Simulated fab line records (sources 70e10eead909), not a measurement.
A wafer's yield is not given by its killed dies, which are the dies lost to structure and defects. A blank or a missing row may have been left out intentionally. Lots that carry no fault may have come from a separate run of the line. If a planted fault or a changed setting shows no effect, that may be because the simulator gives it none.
Chamber matching / flow nand harc / NHARC_A_M0_CMP_23 on cmp-04 has 4 sister chambers
The step polishes, t overpolish 20 s, target thk 113.75 nm. 16 wafers are shown with their chamber, then 8 later ones without.

WAFERS WITH THEIR CHAMBER
wafer=L076.1; chamber=3; motor current A (A)=12.7; time to endpoint s (s)=25.2
wafer=L076.4; chamber=2; motor current A (A)=11.2; time to endpoint s (s)=25.7
wafer=L076.6; chamber=1; motor current A (A)=11.4; time to endpoint s (s)=24.3
wafer=L074.1; chamber=1; motor current A (A)=11.0; time to endpoint s (s)=30.9
wafer=L074.4; chamber=0; motor current A (A)=11.7; time to endpoint s (s)=26.6
wafer=L074.6; chamber=0; motor current A (A)=12.3; time to endpoint s (s)=26.9
wafer=L081.1; chamber=1; motor current A (A)=11.1; time to endpoint s (s)=28.8
wafer=L081.2; chamber=0; motor current A (A)=12.5; time to endpoint s (s)=29.1
wafer=L081.6; chamber=0; motor current A (A)=12.1; time to endpoint s (s)=24.7
wafer=L085.1; chamber=1; motor current A (A)=11.6; time to endpoint s (s)=31.8
wafer=L085.3; chamber=3; motor current A (A)=12.9; time to endpoint s (s)=32.5
wafer=L085.5; chamber=2; motor current A (A)=11.5; time to endpoint s (s)=31.6
wafer=L089.3; chamber=0; motor current A (A)=12.0; time to endpoint s (s)=31.1
wafer=L089.4; chamber=1; motor current A (A)=12.2; time to endpoint s (s)=31.9
wafer=L089.5; chamber=0; motor current A (A)=12.2; time to endpoint s (s)=29.9
wafer=L096.1; chamber=1; motor current A (A)=11.8; time to endpoint s (s)=31.0

SIGNATURES (averages over the wafers above)
reading=motor current A; chamber 0=12.133; chamber 1=11.517; chamber 2=11.350; chamber 3=12.800; scatter within a chamber=0.347
reading=time to endpoint s; chamber 0=28.050; chamber 1=29.783; chamber 2=28.650; chamber 3=28.850; scatter within a chamber=3.09
Rule: distance of a wafer from a chamber = root of the sum over the readings of ((wafer's reading minus chamber's mean) / reading's scatter) squared. If the next closest chamber is less than 2 further off than the closest, the wafer can't be placed; otherwise it belongs to the closest. How the scatter is found: for the shown wafers, subtract from each reading the mean of its chamber, square and add these, divide the total by (wafers less chambers), then take the root.

WAFERS WHOSE CHAMBER IS MISSING
wafer=L096.3; motor current A (A)=12.8; time to endpoint s (s)=28.1
wafer=L096.4; motor current A (A)=12.1; time to endpoint s (s)=27.2
wafer=L095.1; motor current A (A)=11.5; time to endpoint s (s)=30.5
wafer=L095.2; motor current A (A)=12.8; time to endpoint s (s)=31.1
wafer=L095.3; motor current A (A)=11.5; time to endpoint s (s)=26.3
wafer=L093.2; motor current A (A)=12.4; time to endpoint s (s)=27.0
wafer=L093.4; motor current A (A)=13.1; time to endpoint s (s)=27.2
wafer=L093.6; motor current A (A)=11.3; time to endpoint s (s)=27.3

EACH ONE'S CHAMBER
wafer=L096.3; from the rows above=can't be placed: 3 or 0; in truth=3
wafer=L096.4; from the rows above=can't be placed: 0 or 1 or 3 or 2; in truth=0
wafer=L095.1; from the rows above=can't be placed: 1 or 2 or 0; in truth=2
wafer=L095.2; from the rows above=can't be placed: 3 or 0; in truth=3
wafer=L095.3; from the rows above=can't be placed: 2 or 1 or 0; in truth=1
wafer=L093.2; from the rows above=can't be placed: 0 or 3 or 1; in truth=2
wafer=L093.4; from the rows above=can't be placed: 3 or 0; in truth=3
wafer=L093.6; from the rows above=can't be placed: 2 or 1 or 0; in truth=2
Placed correctly: 0 of 8. Unplaceable from these rows: 8, with the true chamber sitting among the candidates in 7. 0 placed wrongly.
